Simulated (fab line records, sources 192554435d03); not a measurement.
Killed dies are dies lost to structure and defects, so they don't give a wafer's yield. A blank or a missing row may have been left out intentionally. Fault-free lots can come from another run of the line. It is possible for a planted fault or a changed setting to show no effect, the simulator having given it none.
fab line records | flow n5Finfet | part 2 of 2: steps 5 to 6 of 6
record: lots: 22 | wafers: 66 | lastDay: 18
route steps=1938 shown BEOL_M6@1241 BEOL_M7@1279
lots with no fault: from the same line, run without faults
startH: the number of hours between the record's first day and the start of the first shown wafer of the lot | waitH: how many hours have passed since the lot's step before this one | " unchanged from the row above | L1.1+2: several wafers, shown together as one row | - no value, or no start given | * or withheld: withheld | < > ~ a bound
route shown NAME@n: names a module that has steps shown in the file, with the first one's number in the route | usual: mean/standard deviation of fault-free wafers | same: alike in all rows | chamber/n: place in a boat | sites: readings site by site | _std_site: the values' standard deviation | _edge_site: mean of outer sites minus mean of inner sites | radiusMm: for every site, how far away it sits from the centre of the wafer | mask NAME#n: copy n | behind: the last tool/chamber to shape the wafer | hold: what put the lot on hold/how long, in hours/how the hold closed | device: the transistor (n, p or np) that didn't switch | end of line: at the end of the route, the tests of the same wafers | where a step has no rows: the recipe by itself | killed: not the wafer's yield, but the dies lost to structure and defects at the first sort | map: a wafer's dies, marking killed ones x, the rest . and places with no die _
set.NAME: the setting the step ran with; set.NAME@STEP: the setting that earlier step ran with | model.NAME: the simulator's own value behind a step, which no gauge read
a sample of lots followed through the steps of the route, with each step as a table and each wafer as a row
services: the hour from which a tool's chamber was out of use, counted from the record's first day as startH (under 0 if before that day), plus the number of hours and why
== steps ==
step: N5_BEOL_M7_ETCH_66
recipe: chemistry: N2/H2 | target: SOC | targetDepthA: 800 | overetchA: 160 | maskMaterial: SiARC | tempC: 40 | timeS: 120 | ionEnergyEv: 200 | pressureMtorr: 30 | sourceW: 840 | biasW: 150 | n2FlowSccm: 200 | h2FlowSccm: 200
usual: drypumpMotorCurrentA: 5.5/0.42 | oesProductAu: 0.62/0.067 | rfVppV: 522.8/2.5 | showerheadPlenumPTorr: 2.51/0.09 | throttleValvePct: 17.66/0.21
lot.wafer | tool       | chamber | startH | waitH | drypumpMotorCurrentA | oesProductAu | rfHoursCounterH | rfVppV | showerheadPlenumPTorr | throttleValvePct
L075.3    | rieDiel-01 | 3       | 189.87 | 0.0   | 5.6                  | 0.58         | 153             | 526.6  | 2.66                  | 17.74
L075.4    | "          | 2       | "      | "     | 5.2                  | 0.60         | -               | 522.0  | 2.44                  | 17.69
L075.6    | "          | 0       | "      | "     | 5.0                  | 0.73         | -               | 521.6  | 2.51                  | 17.50
L074.2    | rieDiel-01 | 3       | 202.50 | 0.0   | 5.6                  | 0.59         | 157             | 526.4  | 2.66                  | 17.74
L074.5    | "          | 1       | "      | "     | 5.8                  | 0.64         | -               | 521.1  | 2.48                  | 17.60
L074.6    | "          | 0       | "      | "     | 5.0                  | 0.71         | -               | 522.4  | 2.51                  | 17.48
L077.1    | rieDiel-03 | 2       | 205.44 | 0.0   | 5.0                  | 0.71         | 11              | 526.1  | 2.61                  | 17.46
L077.2    | "          | 0       | "      | "     | 6.0                  | 0.53         | 245             | 522.2  | 2.49                  | 17.57
L077.3    | "          | 1       | "      | "     | 6.3                  | 0.53         | 248             | 526.0  | 2.60                  | 18.26
L079.3    | rieDiel-04 | 2       | 219.45 | 0.0   | 6.2                  | 0.66         | 58              | 525.8  | 2.58                  | 17.34
L079.5    | "          | 3       | "      | "     | 5.2                  | 0.53         | -               | 520.6  | 2.41                  | 17.67
L079.6    | "          | 0       | "      | "     | 5.8                  | 0.53         | -               | 522.8  | 2.50                  | 18.21
L078.1    | rieDiel-01 | 0       | 219.67 | 0.0   | 4.9                  | 0.70         | 18              | 522.6  | 2.51                  | 17.53
L078.5    | "          | 0       | "      | "     | 5.0                  | 0.70         | -               | 522.5  | 2.51                  | 17.53
L078.6    | "          | 2       | "      | "     | 5.2                  | 0.59         | -               | 522.0  | 2.44                  | 17.69
L080.3    | rieDiel-03 | 0       | 227.77 | 0.0   | 6.1                  | 0.51         | 253             | 521.5  | 2.49                  | 17.59
L080.4    | "          | 3       | "      | "     | 5.7                  | 0.51         | -               | 525.7  | 2.52                  | 18.09
L080.6    | "          | 0       | "      | "     | 6.1                  | 0.51         | -               | 522.7  | 2.49                  | 17.61
L081.3    | rieDiel-01 | 2       | 231.62 | 0.0   | 5.2                  | 0.59         | 148             | 522.1  | 2.43                  | 17.71
L081.4    | "          | 0       | "      | "     | 5.0                  | 0.70         | 23              | 522.7  | 2.50                  | 17.52
L081.5    | "          | 0       | "      | "     | 5.0                  | 0.69         | -               | 522.8  | 2.50                  | 17.52
L082.2    | rieDiel-01 | 0       | 232.72 | 0.0   | 5.0                  | 0.70         | 23              | 522.1  | 2.50                  | 17.54
L082.3    | "          | 1       | "      | "     | 5.8                  | 0.64         | 89              | 523.9  | 2.48                  | 17.61
L082.6    | "          | 3       | "      | "     | 5.6                  | 0.57         | -               | 527.3  | 2.65                  | 17.76
L083.2    | rieDiel-03 | 3       | 237.37 | 0.0   | 5.7                  | 0.51         | 256             | 521.9  | 2.51                  | 18.11
L083.5    | "          | 2       | "      | "     | 5.0                  | 0.68         | -               | 525.1  | 2.60                  | 17.49
L083.6    | "          | 1       | "      | "     | 6.3                  | 0.73         | -               | 526.2  | 2.60                  | 17.90
L084.1    | rieDiel-04 | 1       | 251.59 | 0.0   | 5.7                  | 0.57         | 163             | 518.8  | 2.33                  | 17.57
L084.3    | "          | 3       | "      | "     | 5.2                  | 0.53         | 227             | 518.7  | 2.41                  | 17.70
L084.5    | "          | 2       | "      | "     | 6.2                  | 0.65         | -               | 524.9  | 2.57                  | 17.37
L085.1    | rieDiel-04 | 2       | 257.98 | 0.0   | 6.2                  | 0.64         | 72              | 524.6  | 2.57                  | 17.37
L085.3    | "          | 3       | "      | "     | 5.2                  | 0.52         | 229             | 522.0  | 2.41                  | 17.70
L085.4    | "          | 1       | "      | "     | 5.7                  | 0.57         | -               | 518.0  | 2.33                  | 17.56
L086.2    | rieDiel-01 | 1       | 267.32 | 0.0   | 5.7                  | 0.62         | 102             | 521.9  | 2.47                  | 17.62
L086.4    | "          | 2       | "      | "     | 5.2                  | 0.59         | 162             | 522.5  | 2.43                  | 17.74
L086.5    | "          | 3       | "      | "     | 5.6                  | 0.56         | -               | 528.0  | 2.65                  | 17.78
L087.1    | rieDiel-01 | 0       | 287.92 | 0.0   | 4.9                  | 0.67         | 35              | 521.5  | 2.50                  | 17.53
L087.4    | "          | 1       | "      | "     | 5.8                  | 0.62         | 109             | 520.8  | 2.47                  | 17.65
L087.5    | "          | 0       | "      | "     | 5.0                  | 0.68         | -               | 522.5  | 2.50                  | 17.54
L089.1    | rieDiel-01 | 0       | 290.63 | 0.0   | 4.9                  | 0.68         | 36              | 523.0  | 2.50                  | 17.55
L089.4    | "          | 3       | "      | "     | 5.6                  | 0.56         | 188             | 526.9  | 2.64                  | 17.80
L089.6    | "          | 1       | "      | "     | 5.7                  | 0.61         | -               | 521.8  | 2.47                  | 17.66
L088.2    | rieDiel-01 | 2       | 291.06 | 0.0   | 5.2                  | 0.58         | 170             | 521.7  | 2.43                  | 17.75
L088.5    | "          | 0       | "      | "     | 5.0                  | 0.68         | -               | 523.8  | 2.50                  | 17.54
L088.6    | "          | 3       | "      | "     | 5.6                  | 0.55         | -               | 526.0  | 2.64                  | 17.78
L091.2    | rieDiel-04 | 0       | 299.64 | 0.0   | 5.8                  | 0.71         | 10              | 521.5  | 2.50                  | 17.80
L091.5    | "          | 1       | "      | "     | 5.7                  | 0.55         | -               | 516.9  | 2.32                  | 17.59
L091.6    | "          | 0       | "      | "     | 5.8                  | 0.71         | -               | 522.6  | 2.50                  | 17.80
L093.1    | rieDiel-03 | 0       | 309.21 | 0.0   | 6.0                  | 0.71         | 14              | 523.5  | 2.48                  | 17.24
L093.2    | "          | 2       | "      | "     | 5.0                  | 0.66         | 49              | 524.9  | 2.59                  | 17.54
L093.6    | "          | 2       | "      | "     | 5.0                  | 0.65         | -               | 524.8  | 2.59                  | 17.53
L094.1    | rieDiel-03 | 1       | 314.52 | 0.0   | 6.3                  | 0.66         | 29              | 526.3  | 2.59                  | 17.93
L094.4    | "          | 0       | "      | "     | 6.0                  | 0.70         | 16              | 522.8  | 2.48                  | 17.25
L094.5    | "          | 2       | "      | "     | 5.0                  | 0.65         | -               | 525.3  | 2.59                  | 17.54
L092.4    | rieDiel-04 | 1       | 314.85 | 0.0   | 5.7                  | 0.56         | 181             | 518.4  | 2.32                  | 17.61
L092.5    | "          | 1       | "      | "     | 5.7                  | 0.56         | -               | 517.7  | 2.32                  | 17.61
L092.6    | "          | 2       | "      | "     | 6.2                  | 0.63         | -               | 524.6  | 2.56                  | 17.40
L095.1    | rieDiel-04 | 2       | 323.15 | 0.0   | 6.2                  | 0.63         | 91              | 523.1  | 2.56                  | 17.39
L095.3    | "          | 0       | "      | "     | 5.8                  | 0.71         | 17              | 521.2  | 2.49                  | 17.81
L095.4    | "          | 1       | "      | "     | 5.7                  | 0.56         | 184             | 517.5  | 2.32                  | 17.60
L096.3    | rieDiel-01 | 0       | 331.11 | 0.0   | 5.0                  | 0.66         | 48              | 521.4  | 2.49                  | 17.57
L096.4    | "          | 3       | "      | "     | 5.6                  | 0.55         | 201             | 525.6  | 2.64                  | 17.82
L096.6    | "          | 0       | "      | "     | 5.0                  | 0.66         | -               | 521.9  | 2.49                  | 17.56
L097.2    | rieDiel-03 | 3       | 333.06 | 0.0   | 5.7                  | 0.69         | 14              | 522.1  | 2.50                  | 17.74
L097.3    | "          | 2       | "      | "     | 5.0                  | 0.65         | 56              | 524.9  | 2.59                  | 17.51
L097.5    | "          | 1       | "      | "     | 6.3                  | 0.65         | -               | 524.9  | 2.59                  | 17.96
step: N5_BEOL_M7_VIA_ETCH_34
recipe: chemistry: C4F6/O2 | target: SiCOH_lowk | targetDepthA: 1255 | maskMaterial: SOC | taperDeg: 4 | timeS: 50.5 | ionEnergyEv: 250 | pressureMtorr: 30 | sourceW: 345 | biasW: 185 | Ar_flow_sccm: 300 | C4F6_flow_sccm: 10 | O2_flow_sccm: 10
usual: drypumpMotorCurrentA: 5.5/0.42 | mfcArSccm: 300.0/0.95 | oesProductAu: 0.81/0.092 | rfVppV: 663/14 | showerheadPlenumPTorr: 2.81/0.096 | throttleValvePct: 20.73/0.18
lot.wafer | tool       | chamber | startH | waitH | drypumpMotorCurrentA | mfcArSccm | oesProductAu | rfHoursCounterH | rfVppV | showerheadPlenumPTorr | throttleValvePct
L075.3    | rieDiel-01 | 3       | 189.97 | 0.0   | 5.6                  | 298.7     | 0.75         | 153             | 681    | 2.97                  | 20.78
L075.4    | "          | 2       | "      | "     | 5.2                  | 300.5     | 0.77         | -               | 672    | 2.75                  | 20.80
L075.6    | "          | 0       | "      | "     | 5.0                  | 302.1     | 0.94         | -               | 656    | 2.82                  | 20.59
L074.2    | rieDiel-01 | 3       | 202.60 | 0.0   | 5.6                  | 299.3     | 0.75         | 157             | 679    | 2.97                  | 20.77
L074.5    | "          | 1       | "      | "     | 5.8                  | 300.3     | 0.85         | -               | 647    | 2.78                  | 20.65
L074.6    | "          | 0       | "      | "     | 4.9                  | 299.2     | 0.93         | -               | 657    | 2.82                  | 20.61
L077.1    | rieDiel-03 | 2       | 205.54 | 0.0   | 5.1                  | 300.0     | 0.94         | 11              | 691    | 2.89                  | 20.45
L077.2    | "          | 0       | "      | "     | 6.0                  | 301.5     | 0.68         | 245             | 654    | 2.78                  | 20.58
L077.3    | "          | 1       | "      | "     | 6.3                  | 300.0     | 0.69         | 248             | 675    | 2.92                  | 21.28
L079.3    | rieDiel-04 | 2       | 219.56 | 0.0   | 6.2                  | 300.0     | 0.87         | 58              | 670    | 2.91                  | 20.55
L079.5    | "          | 3       | "      | "     | 5.2                  | 299.0     | 0.69         | -               | 651    | 2.72                  | 20.83
L079.6    | "          | 0       | "      | "     | 5.8                  | 300.8     | 0.69         | -               | 664    | 2.78                  | 21.05
L078.1    | rieDiel-01 | 0       | 219.78 | 0.0   | 4.9                  | 300.0     | 0.91         | 18              | 657    | 2.82                  | 20.62
L078.5    | "          | 0       | "      | "     | 4.9                  | 299.7     | 0.91         | -               | 655    | 2.82                  | 20.61
L078.6    | "          | 2       | "      | "     | 5.2                  | 299.5     | 0.77         | -               | 670    | 2.74                  | 20.79
L080.3    | rieDiel-03 | 0       | 227.87 | 0.0   | 6.0                  | 299.7     | 0.67         | 253             | 654    | 2.78                  | 20.60
L080.4    | "          | 3       | "      | "     | 5.7                  | 300.5     | 0.67         | -               | 646    | 2.81                  | 21.09
L080.6    | "          | 0       | "      | "     | 6.0                  | 301.4     | 0.67         | -               | 653    | 2.78                  | 20.60
L081.3    | rieDiel-01 | 2       | 231.72 | 0.0   | 5.2                  | 298.2     | 0.77         | 148             | 670    | 2.74                  | 20.79
L081.4    | "          | 0       | "      | "     | 5.0                  | 300.8     | 0.89         | 23              | 656    | 2.82                  | 20.63
L081.5    | "          | 0       | "      | "     | 4.9                  | 302.5     | 0.89         | -               | 656    | 2.82                  | 20.63
L082.2    | rieDiel-01 | 0       | 232.82 | 0.0   | 5.0                  | 300.3     | 0.90         | 23              | 655    | 2.82                  | 20.63
L082.3    | "          | 1       | "      | "     | 5.8                  | 298.8     | 0.82         | 89              | 646    | 2.78                  | 20.68
L082.6    | "          | 3       | "      | "     | 5.6                  | 298.9     | 0.74         | -               | 679    | 2.97                  | 20.78
L083.2    | rieDiel-03 | 3       | 237.47 | 0.0   | 5.7                  | 298.1     | 0.66         | 256             | 646    | 2.81                  | 21.07
L083.5    | "          | 2       | "      | "     | 5.1                  | 301.9     | 0.92         | -               | 692    | 2.88                  | 20.45
L083.6    | "          | 1       | "      | "     | 6.3                  | 300.9     | 0.97         | -               | 674    | 2.92                  | 21.00
L084.1    | rieDiel-04 | 1       | 251.69 | 0.0   | 5.7                  | 300.5     | 0.75         | 163             | 651    | 2.62                  | 20.64
L084.3    | "          | 3       | "      | "     | 5.2                  | 300.4     | 0.69         | 227             | 651    | 2.71                  | 20.84
L084.5    | "          | 2       | "      | "     | 6.2                  | 299.1     | 0.86         | -               | 671    | 2.90                  | 20.57
L085.1    | rieDiel-04 | 2       | 258.08 | 0.0   | 6.2                  | 299.4     | 0.85         | 73              | 671    | 2.90                  | 20.55
L085.3    | "          | 3       | "      | "     | 5.2                  | 299.6     | 0.68         | 229             | 651    | 2.71                  | 20.84
L085.4    | "          | 1       | "      | "     | 5.7                  | 301.0     | 0.73         | -               | 654    | 2.61                  | 20.66
L086.2    | rieDiel-01 | 1       | 267.42 | 0.0   | 5.8                  | 299.0     | 0.80         | 102             | 645    | 2.77                  | 20.70
L086.4    | "          | 2       | "      | "     | 5.2                  | 299.9     | 0.76         | 162             | 669    | 2.73                  | 20.85
L086.5    | "          | 3       | "      | "     | 5.6                  | 301.0     | 0.73         | -               | 679    | 2.96                  | 20.82
L087.1    | rieDiel-01 | 0       | 288.02 | 0.0   | 5.0                  | 299.3     | 0.87         | 35              | 655    | 2.81                  | 20.63
L087.4    | "          | 1       | "      | "     | 5.8                  | 300.1     | 0.81         | 109             | 647    | 2.77                  | 20.71
L087.5    | "          | 0       | "      | "     | 5.0                  | 298.3     | 0.87         | -               | 656    | 2.81                  | 20.64
L089.1    | rieDiel-01 | 0       | 290.73 | 0.0   | 5.0                  | 299.9     | 0.87         | 37              | 656    | 2.81                  | 20.66
L089.4    | "          | 3       | "      | "     | 5.6                  | 301.2     | 0.73         | 188             | 679    | 2.96                  | 20.83
L089.6    | "          | 1       | "      | "     | 5.7                  | 301.5     | 0.80         | -               | 644    | 2.77                  | 20.71
L088.2    | rieDiel-01 | 2       | 291.17 | 0.0   | 5.2                  | 299.8     | 0.76         | 170             | 670    | 2.73                  | 20.83
L088.5    | "          | 0       | "      | "     | 4.9                  | 299.0     | 0.87         | -               | 656    | 2.81                  | 20.65
L088.6    | "          | 3       | "      | "     | 5.6                  | 301.4     | 0.72         | -               | 678    | 2.96                  | 20.83
L091.2    | rieDiel-04 | 0       | 299.74 | 0.0   | 5.7                  | 299.9     | 0.94         | 10              | 663    | 2.77                  | 20.74
L091.5    | "          | 1       | "      | "     | 5.7                  | 299.4     | 0.73         | -               | 651    | 2.61                  | 20.68
L091.6    | "          | 0       | "      | "     | 5.7                  | 299.3     | 0.93         | -               | 664    | 2.77                  | 20.72
L093.1    | rieDiel-03 | 0       | 309.31 | 0.0   | 6.1                  | 300.2     | 0.94         | 15              | 654    | 2.77                  | 20.31
L093.2    | "          | 2       | "      | "     | 5.0                  | 300.1     | 0.86         | 49              | 693    | 2.87                  | 20.49
L093.6    | "          | 2       | "      | "     | 5.0                  | 300.9     | 0.86         | -               | 691    | 2.87                  | 20.50
L094.1    | rieDiel-03 | 1       | 314.62 | 0.0   | 6.3                  | 300.0     | 0.89         | 29              | 673    | 2.91                  | 21.05
L094.4    | "          | 0       | "      | "     | 6.0                  | 300.8     | 0.94         | 16              | 654    | 2.77                  | 20.31
L094.5    | "          | 2       | "      | "     | 5.0                  | 301.0     | 0.87         | -               | 691    | 2.87                  | 20.50
L092.4    | rieDiel-04 | 1       | 314.95 | 0.0   | 5.7                  | 299.9     | 0.73         | 182             | 651    | 2.61                  | 20.67
L092.5    | "          | 1       | "      | "     | 5.7                  | 299.8     | 0.73         | -               | 652    | 2.61                  | 20.69
L092.6    | "          | 2       | "      | "     | 6.2                  | 299.8     | 0.83         | -               | 670    | 2.90                  | 20.59
L095.1    | rieDiel-04 | 2       | 323.25 | 0.0   | 6.2                  | 300.3     | 0.83         | 91              | 670    | 2.90                  | 20.60
L095.3    | "          | 0       | "      | "     | 5.8                  | 300.5     | 0.93         | 17              | 663    | 2.77                  | 20.74
L095.4    | "          | 1       | "      | "     | 5.6                  | 300.2     | 0.73         | 184             | 652    | 2.61                  | 20.67
L096.3    | rieDiel-01 | 0       | 331.21 | 0.0   | 5.0                  | 298.8     | 0.86         | 48              | 657    | 2.80                  | 20.68
L096.4    | "          | 3       | "      | "     | 5.6                  | 300.7     | 0.72         | 201             | 679    | 2.95                  | 20.84
L096.6    | "          | 0       | "      | "     | 4.9                  | 299.7     | 0.86         | -               | 655    | 2.80                  | 20.65
L097.2    | rieDiel-03 | 3       | 333.16 | 0.0   | 5.7                  | 298.4     | 0.92         | 14              | 646    | 2.80                  | 20.79
L097.3    | "          | 2       | "      | "     | 5.0                  | 300.2     | 0.85         | 56              | 691    | 2.87                  | 20.51
L097.5    | "          | 1       | "      | "     | 6.3                  | 301.3     | 0.87         | -               | 674    | 2.90                  | 21.07
== services ==
tool       | chamber | startH | hours | kind
rieDiel-06 | 2       | 168.37 | 33.9  | repair
rieDiel-01 | 1       | 186.61 | 6.5   | repair
rieDiel-06 | -       | 195.13 | 28.1  | pm
rieDiel-04 | 3       | 198.65 | 1.7   | repair
rieDiel-03 | 1       | 213.86 | -     | clean
rieDiel-03 | 1       | 213.86 | -     | consumableReplace:focusRing
rieDiel-03 | 1       | 213.86 | 20.2  | scheduledDown
rieDiel-03 | 1       | 213.86 | 20.2  | ventCycle
rieDiel-01 | 1       | 218.33 | 2.2   | repair
rieDiel-03 | 0       | 234.11 | -     | clean
rieDiel-03 | 0       | 234.11 | -     | consumableReplace:focusRing
rieDiel-03 | 0       | 234.11 | 26.9  | scheduledDown
rieDiel-03 | 0       | 234.11 | 26.9  | ventCycle
rieDiel-04 | -       | 237.68 | 2.8   | pm
rieDiel-05 | -       | 250.18 | 0.4   | repair
rieDiel-01 | 0       | 254.85 | 1.3   | repair
rieDiel-03 | 3       | 261.00 | -     | clean
rieDiel-03 | 3       | 261.00 | -     | consumableReplace:focusRing
rieDiel-03 | 3       | 261.00 | 17.3  | scheduledDown
rieDiel-01 | 0       | 269.55 | 3.6   | repair
rieDiel-04 | -       | 288.48 | 2.1   | repair
rieDiel-01 | 1       | 305.80 | 8.6   | repair
rieDiel-05 | 2       | 325.98 | 13.5  | repair
rieDiel-05 | -       | 330.64 | 3.9   | repair
